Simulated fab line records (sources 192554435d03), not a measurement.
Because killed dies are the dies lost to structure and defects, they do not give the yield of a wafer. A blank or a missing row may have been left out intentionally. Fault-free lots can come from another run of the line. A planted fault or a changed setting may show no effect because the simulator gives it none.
Chamber matching | flow n5-finfet | N5_BEOL_M12_VIA_ETCH_16 on rie-diel-01 has 4 sister chambers
The step etches SiOC in C4F8/O2/Ar, target depth 724.8 nm. 8 wafers are shown with their chamber, then 12 later ones without.

WAFERS PAIRED WITH THEIR CHAMBERS
wafer  | chamber | showerhead-plenum-p-Torr (Torr) | throttle-valve-pct (%)
L081.4 | 0       | 3.35                            | 24.34
L080.2 | 0       | 3.35                            | 24.32
L084.2 | 3       | 3.57                            | 23.91
L084.6 | 1       | 3.34                            | 24.05
L087.1 | 3       | 3.57                            | 23.92
L089.2 | 1       | 3.33                            | 24.09
L089.3 | 2       | 3.56                            | 24.64
L089.5 | 2       | 3.56                            | 24.64

WAFERS WITH NO CHAMBER GIVEN
wafer  | showerhead-plenum-p-Torr (Torr) | throttle-valve-pct (%)
L092.1 | 3.34                            | 24.07
L092.2 | 3.57                            | 23.93
L092.5 | 3.34                            | 24.08
L094.2 | 3.55                            | 24.66
L094.3 | 3.34                            | 24.07
L094.4 | 3.33                            | 24.08
L095.1 | 3.34                            | 24.07
L095.4 | 3.55                            | 24.66
L095.5 | 3.55                            | 24.67
L097.1 | 3.32                            | 24.11
L097.3 | 3.33                            | 24.10
L097.5 | 3.33                            | 24.10

WHICH CHAMBER EACH ONE RAN IN
wafer  | from the rows above | in truth
L092.1 | 1                   | 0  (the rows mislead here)
L092.2 | 3                   | 3
L092.5 | 1                   | 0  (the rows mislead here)
L094.2 | 2                   | 2
L094.3 | 1                   | 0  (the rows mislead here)
L094.4 | 1                   | 1
L095.1 | 1                   | 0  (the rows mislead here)
L095.4 | 2                   | 2
L095.5 | 2                   | 2
L097.1 | 1                   | 1
L097.3 | 1                   | 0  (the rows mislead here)
L097.5 | 1                   | 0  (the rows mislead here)
Correctly placed: 6 of 12. Not placeable from these rows: 0. Placed wrongly: 6.
How it was worked out, from the rows above alone: a wafer's distance from a chamber is the root of the sum, over the readings, of the square of ((its reading less the chamber's mean) divided by the reading's scatter). The wafer belongs to the nearest chamber; if the next one is less than 2 further off, it can't be placed. The mean given for a chamber averages the wafers shown for that chamber. How the scatter is found: for the shown wafers, subtract from each reading the mean of its chamber, square and add these, divide the total by (wafers less chambers), then take the root.
